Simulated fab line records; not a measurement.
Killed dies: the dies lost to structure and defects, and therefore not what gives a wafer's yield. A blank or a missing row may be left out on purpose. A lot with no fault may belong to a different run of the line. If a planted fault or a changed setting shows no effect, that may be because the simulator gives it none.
Chamber matching | flow nand-harc | NHARC_P_GATE_STRIP_101 on rie-diel-04: 4 sister chambers
The step strips in O2, time 20 s. 20 wafers are shown with their chamber, then 10 later ones without.

## WAFERS, EACH WITH ITS CHAMBER
wafer  | chamber | showerhead-plenum-p-Torr (Torr) | oes-product-au (a.u.) | rf-vpp-V (V)
L076.1 | 3       | 3.56                            | 0.986                 | 58.8
L076.3 | 0       | 3.32                            | 1.012                 | 58.0
L076.4 | 1       | 3.73                            | 0.995                 | 60.5
L077.3 | 3       | 3.56                            | 1.000                 | 57.1
L077.5 | 0       | 3.32                            | 1.008                 | 57.0
L077.6 | 3       | 3.56                            | 1.010                 | 57.7
L080.1 | 1       | 3.72                            | 0.998                 | 58.7
L080.5 | 3       | 3.55                            | 0.996                 | 57.5
L080.6 | 0       | 3.32                            | 1.012                 | 56.2
L081.1 | 0       | 3.32                            | 1.023                 | 58.4
L081.2 | 3       | 3.56                            | 1.008                 | 59.4
L081.5 | 2       | 3.64                            | 0.999                 | 58.4
L083.1 | 2       | 3.64                            | 0.993                 | 58.0
L083.3 | 3       | 3.55                            | 0.992                 | 59.2
L083.4 | 0       | 3.32                            | 1.000                 | 56.7
L085.3 | 2       | 3.64                            | 1.006                 | 59.2
L085.5 | 0       | 3.32                            | 1.005                 | 58.7
L085.6 | 1       | 3.72                            | 0.991                 | 58.3
L086.2 | 2       | 3.64                            | 0.989                 | 58.9
L086.5 | 1       | 3.72                            | 0.977                 | 58.2

SIGNATURES, as means of the wafers listed above
reading                  | chamber 0 | chamber 1 | chamber 2 | chamber 3 | scatter within a chamber
showerhead-plenum-p-Torr | 3.3200    | 3.7225    | 3.6400    | 3.5567    | 0.00361
oes-product-au           | 1.01000   | 0.99025   | 0.99675   | 0.99867   | 0.00851
rf-vpp-V                 | 57.500    | 58.925    | 58.625    | 58.283    | 0.938
Rule: a wafer lies at a distance from a chamber equal to the root of the sum of squares, over the readings, of (its reading less the chamber's mean, divided by the reading's scatter). If the next closest chamber is less than 2 further off than the closest, the wafer can't be placed; otherwise it belongs to the closest. The scatter: take each reading less its chamber's mean, square it, sum over the shown wafers, divide by the number of wafers less the number of chambers, and take the root.

## WAFERS WITHOUT THEIR CHAMBER
wafer  | showerhead-plenum-p-Torr (Torr) | oes-product-au (a.u.) | rf-vpp-V (V)
L086.6 | 3.32                            | 0.995                 | 55.9
L091.2 | 3.72                            | 0.995                 | 59.0
L091.3 | 3.55                            | 0.987                 | 57.8
L091.4 | 3.64                            | 1.014                 | 58.4
L095.1 | 3.63                            | 1.012                 | 57.5
L095.3 | 3.72                            | 0.979                 | 59.1
L095.4 | 3.32                            | 1.004                 | 56.5
L097.3 | 3.55                            | 0.989                 | 57.8
L097.4 | 3.72                            | 1.001                 | 58.2
L097.5 | 3.55                            | 0.986                 | 58.7

## EACH ONE'S CHAMBER
wafer  | from the rows above | in truth
L086.6 | 0                   | 0
L091.2 | 1                   | 1
L091.3 | 3                   | 3
L091.4 | 2                   | 2
L095.1 | 2                   | 2
L095.3 | 1                   | 1
L095.4 | 0                   | 0
L097.3 | 3                   | 3
L097.4 | 1                   | 1
L097.5 | 3                   | 3
Correctly placed: 10 of 10. Number that these rows cannot place: 0. Placed wrongly: 0.
